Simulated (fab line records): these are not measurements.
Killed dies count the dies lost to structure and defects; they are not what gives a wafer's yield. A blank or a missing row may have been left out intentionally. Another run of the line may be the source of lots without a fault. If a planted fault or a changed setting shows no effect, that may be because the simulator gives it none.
One fault through the eyes of 2 desks / flow n5 finfet / each desk holds nothing but its own numbers, with what lay behind them at the end

AT THE METROLOGY DESK
Means of the sampled wafers that have a number, per lot and without regard to the tool the lot ran on: this is what the gauges read. Any lot whose mean is over 4 standard deviations away from the usual mean is out of limits and marked OUT; that distance is given in the brackets. It has 11 readings; the 7 that lie furthest out on some lot are the ones shown.
Columns: A = DIBL_N at N5_BEOL_M4_RC_MEAS_101, usual 36.4 mV/V; B = DIBL_P at N5_BEOL_M4_RC_MEAS_101, usual 36.4 mV/V; C = IOFF_N at N5_BEOL_M4_RC_MEAS_101, usual 0.16 nA/um; D = IOFF_P at N5_BEOL_M4_RC_MEAS_101, usual 0.21 nA/um; E = SS_N at N5_BEOL_M4_RC_MEAS_101, usual 71.5 mV/dec; F = SS_P at N5_BEOL_M4_RC_MEAS_101, usual 73.2 mV/dec; G = VT_P at N5_BEOL_M4_RC_MEAS_101, usual -250 mV
lot=L844; first seen here=day 5 12:38; A=36.7; B=34.2; C=0.13; D=0.16; E=71.2; F=72.8; G=-256
lot=L851; first seen here=day 7 07:20; A=35.0; B=36.5; C=0.16; D=0.21; E=71.5; F=73.4; G=-250
lot=L857; first seen here=day 8 21:30; A=36.3; B=35.7; C=0.17; D=0.24; E=71.5; F=73.0; G=-246
lot=L859; first seen here=day 9 05:21; A=32.8; B=33.1; C=0.12; D=0.16; E=70.6; F=72.0; G=-255
lot=L861; first seen here=day 9 20:02; A=35.8; B=36.9; C=0.14; D=0.20; E=71.4; F=72.6; G=-249
lot=L867; first seen here=day 11 08:44; A=36.9; B=36.3; C=0.16; D=0.23; E=71.5; F=73.5; G=-248
This desk found nothing out of limits on any of the 6 lots.

TOOL OWNER'S DESK, rie diel-05
The tool's own readings at N5_BEOL_M0_SAQP_ETCH_107 (etches SiNx in CH3F/O2, target depth 30 nm): means of the sampled wafers that have a number, for each lot that ran on this tool. Any lot whose mean is over 4 standard deviations away from the usual mean is out of limits and marked OUT; that distance is given in the brackets. It has 8 readings, of which 7 appear: the earliest out of limits, and the ones furthest out on some lot.
Columns: A = O2_flow_sccm at N5_BEOL_M0_SAQP_ETCH_107, usual 20.01 sccm; B = bias w at N5_BEOL_M0_SAQP_ETCH_107, usual 72.99 W; C = oes_o_777_au at N5_BEOL_M0_SAQP_ETCH_107, usual 0.76 a.u.; D = oes product au at N5_BEOL_M0_SAQP_ETCH_107, usual 0.76 a.u.; E = rf vpp V at N5_BEOL_M0_SAQP_ETCH_107, usual 300 V; F = showerhead plenum p Torr at N5_BEOL_M0_SAQP_ETCH_107, usual 2.03 Torr; G = throttle valve pct at N5_BEOL_M0_SAQP_ETCH_107, usual 16.39 %
lot=L851; first seen here=day 7 08:06; A=20.03; B=72.90; C=0.78; D=0.79; E=297; F=2.00; G=16.32
lot=L857; first seen here=day 8 22:16; A=19.98; B=58.94 (-64) OUT; C=0.87; D=0.83; E=250 (-11) OUT; F=2.00; G=16.12
lot=L859; first seen here=day 9 06:13; A=19.98; B=58.84 (-64) OUT; C=0.86; D=0.83; E=250 (-11) OUT; F=2.00; G=16.13
This desk's verdict: out of limits on L857, L859, starting with L857 at day 8 22:16 (bias w at N5_BEOL_M0_SAQP_ETCH_107). L851: within limits.

BROUGHT TOGETHER
The tool owner's desk had the chance to raise an alarm at day 8 22:16 on L857, L859.
From the metrology desk's view, nothing was out of limits.
The metrology desk has L857, L859 on record, within its limits.
Every lot named ran N5_BEOL_M0_SAQP_ETCH_107 on rie diel-05.

WHAT THE SIMULATOR PUT IN
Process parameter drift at N5_BEOL_M0_SAQP_ETCH_107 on rie diel-05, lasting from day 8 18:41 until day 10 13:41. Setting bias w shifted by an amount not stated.
Lots struck among those shown: L857, L859.
Hours from the fault's start to each desk's first reading out of limits: the tool owner's desk, 4.
